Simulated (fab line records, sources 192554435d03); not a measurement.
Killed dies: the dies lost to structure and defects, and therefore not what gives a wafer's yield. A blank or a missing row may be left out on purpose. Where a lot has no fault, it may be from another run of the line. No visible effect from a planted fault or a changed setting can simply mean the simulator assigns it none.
Problem report in the 8D (eight disciplines) form, filled by code :: flow n5-finfet :: the parts of the form that need people (team, actions taken, sign-off) are left out

== 1. PROBLEM STATEMENT ==
Mean of oes-product-au at N5_SD_EPI_P_ETCHBACK_46: 0.27 a.u. across 6 wafers in 2 lots; on wafers with no fault it is 0.66 a.u. (standard deviation 0.068). That is -5.7 standard deviations from the usual mean.
The step: etches SiNx in CH3F/O2, stops on SiO2, target depth 17.5 nm.
First observed at day 5 07:07: wafer L704.1, on rie-diel-02. The record holds 24 wafers of 8 lots with a number at this step. By rule, "out" or "out of limits" means more than 4 standard deviations away from the usual mean. The other wafers with a number count as sound.

== 2. WHAT IT IS, WHAT IT ISN'T ==
question: which readings at this step
is: oes-product-au
is not: drypump-motor-current-A, mfc-ar-sccm, rf-vpp-V, showerhead-plenum-p-Torr

question: which lots
is: L704, L705
is not: L697, L701, L707, L711, L713, L719

question: which wafers of those lots
is: all that have a number
is not: -

question: read on which tools
is: rie-diel-02
is not: rie-diel-01, rie-diel-06

question: when
is: from day 5 07:07
is not: up to then (6 sound wafers); but 12 sound wafers of L707, L711, L713, L719 came after

== 3. SUSPECTS, AND WHAT RULES EACH OUT ==
Counting: a tool at any process step up to the reading remains a suspect when it ran all the lots that are out and ran no sound lot after the first of those.
- rie-diel-02 at N5_SD_EPI_P_ETCH_37 (etches SOC in N2/H2, overetch 108 nm, time 486 s): ruled out as a lasting fault. After its first lot that is out, L704 (day 5 06:47), sound lots L707, L711, L719 ran on it.
- rie-diel-02 at N5_SD_EPI_P_ETCHBACK_46 (etches SiNx in CH3F/O2, stops on SiO2, target depth 17.5 nm): ruled out as a lasting fault. After its first lot that is out, L704 (day 5 07:07), sound lots L707, L711, L719 ran on it.
Left after counting: nothing in the record.

== 4. THE CAUSE (what the simulator had put in) ==
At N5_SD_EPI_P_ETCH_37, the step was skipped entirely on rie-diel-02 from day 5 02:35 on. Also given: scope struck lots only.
Counting ruled it out, wrongly.

== 5. SEQUENCE OF EFFECTS, ordered by route ==
Each row: a reading where the mean over the struck wafers with a number is more than 3 standard deviations away from the usual. Only readings for which the record gives a usual standard deviation are gone through. hours: the time from each lot's start at the first step in this table that gives one to its start at this step, as a median over the lots. sigmas: the change in usual standard deviations.
hours: 0
step: N5_SD_EPI_P_ETCHBACK_46
reading: oes-product-au
usual: 0.66 a.u.
on struck wafers: 0.27
change: -0.39
sigmas: -5.7

hours: 218
step: N5_PASSIVATION_PROBE_49
reading: defect-limited-yield
usual: 91.4 %
on struck wafers: 0.0
change: -91.4
sigmas: -61

hours: 218
step: N5_PASSIVATION_PROBE_49
reading: killed-at-front-end
usual: 37
on struck wafers: 1116
change: +1079
sigmas: +98

hours: 218
step: N5_PASSIVATION_PROBE_49
reading: killed-dies
usual: 102
on struck wafers: 1180
change: +1078
sigmas: +60

hours: 218
step: N5_PASSIVATION_PROBE_49
reading: killed-on-rim
usual: 13
on struck wafers: 152
change: +139
sigmas: +38

hours: 218
step: N5_PASSIVATION_PROBE_49
reading: sort_bin_5_function
usual: 5.1 %
on struck wafers: 96.5
change: +91.4
sigmas: +83

hours: 218
step: N5_PASSIVATION_PROBE_49
reading: sort-n-pass
usual: 1078
on struck wafers: 0
change: -1078
sigmas: -60

hours: 218
step: N5_PASSIVATION_PROBE_49
reading: sort-yield-pct
usual: 91.4 %
on struck wafers: 0.0
change: -91.4
sigmas: -61
Its process steps:
- N5_SD_EPI_P_ETCHBACK_46: etches SiNx in CH3F/O2, stops on SiO2, target depth 17.5 nm.
- N5_PASSIVATION_PROBE_49
Readings that are blank on the struck wafers while sound wafers have them: bias-w at N5_SD_EPI_P_ETCH_37; chamber-pressure-mTorr at N5_SD_EPI_P_ETCH_37; drypump-motor-current-A at N5_SD_EPI_P_ETCH_37; oes-product-au at N5_SD_EPI_P_ETCH_37; rf-vpp-V at N5_SD_EPI_P_ETCH_37; showerhead-plenum-p-Torr at N5_SD_EPI_P_ETCH_37; throttle-valve-pct at N5_SD_EPI_P_ETCH_37.

== 6. HOW IT WOULD HAVE BEEN CAUGHT EARLIER ==
The fault began at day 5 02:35; the first out-of-limits reading in this record came at day 5 07:07, 5 hours later.
At N5_SD_EPI_P_ETCH_37 the tool's readings are blank on the struck wafers, where sound wafers have them: an empty tool record is the first sign, and it was there at once.
